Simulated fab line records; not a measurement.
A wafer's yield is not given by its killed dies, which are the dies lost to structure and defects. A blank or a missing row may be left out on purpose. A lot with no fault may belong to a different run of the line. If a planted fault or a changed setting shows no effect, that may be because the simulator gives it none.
Chamber matching :: flow n5 finfet :: N5_DUMMY_GATE_STRIP_40 on rie diel-06 has 4 sister chambers
The step strips in CF4. 18 wafers are shown with their chamber, then 9 later ones without.

## EACH WAFER AND ITS CHAMBER
wafer: L074.3
chamber: 0
drypump motor current A (A): 5.2
throttle valve pct (%): 13.40
showerhead plenum p Torr (Torr): 1.77

wafer: L074.4
chamber: 1
drypump motor current A (A): 5.7
throttle valve pct (%): 13.77
showerhead plenum p Torr (Torr): 1.81

wafer: L074.6
chamber: 3
drypump motor current A (A): 6.2
throttle valve pct (%): 13.24
showerhead plenum p Torr (Torr): 1.83

wafer: L079.1
chamber: 1
drypump motor current A (A): 5.7
throttle valve pct (%): 13.79
showerhead plenum p Torr (Torr): 1.81

wafer: L079.4
chamber: 0
drypump motor current A (A): 5.2
throttle valve pct (%): 13.41
showerhead plenum p Torr (Torr): 1.77

wafer: L079.6
chamber: 2
drypump motor current A (A): 6.0
throttle valve pct (%): 13.81
showerhead plenum p Torr (Torr): 1.78

wafer: L081.3
chamber: 2
drypump motor current A (A): 6.0
throttle valve pct (%): 13.82
showerhead plenum p Torr (Torr): 1.78

wafer: L081.5
chamber: 2
drypump motor current A (A): 6.0
throttle valve pct (%): 13.82
showerhead plenum p Torr (Torr): 1.78

wafer: L081.6
chamber: 1
drypump motor current A (A): 5.7
throttle valve pct (%): 13.79
showerhead plenum p Torr (Torr): 1.80

wafer: L082.2
chamber: 3
drypump motor current A (A): 6.2
throttle valve pct (%): 13.29
showerhead plenum p Torr (Torr): 1.83

wafer: L082.4
chamber: 1
drypump motor current A (A): 5.7
throttle valve pct (%): 13.80
showerhead plenum p Torr (Torr): 1.80

wafer: L082.5
chamber: 2
drypump motor current A (A): 6.1
throttle valve pct (%): 13.81
showerhead plenum p Torr (Torr): 1.78

wafer: L083.1
chamber: 0
drypump motor current A (A): 5.2
throttle valve pct (%): 13.42
showerhead plenum p Torr (Torr): 1.77

wafer: L083.4
chamber: 3
drypump motor current A (A): 6.2
throttle valve pct (%): 13.29
showerhead plenum p Torr (Torr): 1.83

wafer: L083.6
chamber: 3
drypump motor current A (A): 6.2
throttle valve pct (%): 13.28
showerhead plenum p Torr (Torr): 1.83

wafer: L085.1
chamber: 0
drypump motor current A (A): 5.2
throttle valve pct (%): 13.43
showerhead plenum p Torr (Torr): 1.76

wafer: L085.2
chamber: 1
drypump motor current A (A): 5.7
throttle valve pct (%): 13.80
showerhead plenum p Torr (Torr): 1.80

wafer: L085.3
chamber: 2
drypump motor current A (A): 6.0
throttle valve pct (%): 13.84
showerhead plenum p Torr (Torr): 1.78

SIGNATURES, as means of the wafers listed above
reading: drypump motor current A
chamber 0: 5.200
chamber 1: 5.700
chamber 2: 6.020
chamber 3: 6.200
scatter within a chamber: 0.0239

reading: throttle valve pct
chamber 0: 13.4150
chamber 1: 13.7900
chamber 2: 13.8200
chamber 3: 13.2750
scatter within a chamber: 0.0156

reading: showerhead plenum p Torr
chamber 0: 1.7675
chamber 1: 1.8040
chamber 2: 1.7800
chamber 3: 1.8300
scatter within a chamber: 0.00373
Rule: a wafer's distance from a chamber is the root of the sum, over the readings, of the square of ((its reading less the chamber's mean) divided by the reading's scatter). The wafer belongs to the nearest chamber; if the next one is less than 2 further off, it can't be placed. The scatter: take each reading less its chamber's mean, square it, sum over the shown wafers, divide by the number of wafers less the number of chambers, and take the root.

## WAFERS WITHOUT THEIR CHAMBER
wafer: L088.1
drypump motor current A (A): 5.2
throttle valve pct (%): 13.45
showerhead plenum p Torr (Torr): 1.76

wafer: L088.4
drypump motor current A (A): 5.7
throttle valve pct (%): 13.83
showerhead plenum p Torr (Torr): 1.80

wafer: L088.5
drypump motor current A (A): 6.1
throttle valve pct (%): 13.81
showerhead plenum p Torr (Torr): 1.78

wafer: L090.1
drypump motor current A (A): 5.2
throttle valve pct (%): 13.46
showerhead plenum p Torr (Torr): 1.76

wafer: L090.3
drypump motor current A (A): 6.2
throttle valve pct (%): 13.31
showerhead plenum p Torr (Torr): 1.82

wafer: L090.6
drypump motor current A (A): 5.7
throttle valve pct (%): 13.82
showerhead plenum p Torr (Torr): 1.80

wafer: L093.1
drypump motor current A (A): 6.2
throttle valve pct (%): 13.31
showerhead plenum p Torr (Torr): 1.82

wafer: L093.3
drypump motor current A (A): 5.7
throttle valve pct (%): 13.84
showerhead plenum p Torr (Torr): 1.80

wafer: L093.4
drypump motor current A (A): 5.2
throttle valve pct (%): 13.47
showerhead plenum p Torr (Torr): 1.76

## EACH ONE'S CHAMBER
wafer: L088.1
from the rows above: 0
in truth: 0

wafer: L088.4
from the rows above: 1
in truth: 1

wafer: L088.5
from the rows above: 2
in truth: 2

wafer: L090.1
from the rows above: 0
in truth: 0

wafer: L090.3
from the rows above: 3
in truth: 3

wafer: L090.6
from the rows above: 1
in truth: 1

wafer: L093.1
from the rows above: 3
in truth: 3

wafer: L093.3
from the rows above: 1
in truth: 1

wafer: L093.4
from the rows above: 0
in truth: 0
Correct placement for 9 of the 9. Not placeable from these rows: 0. Wrongly placed: 0.
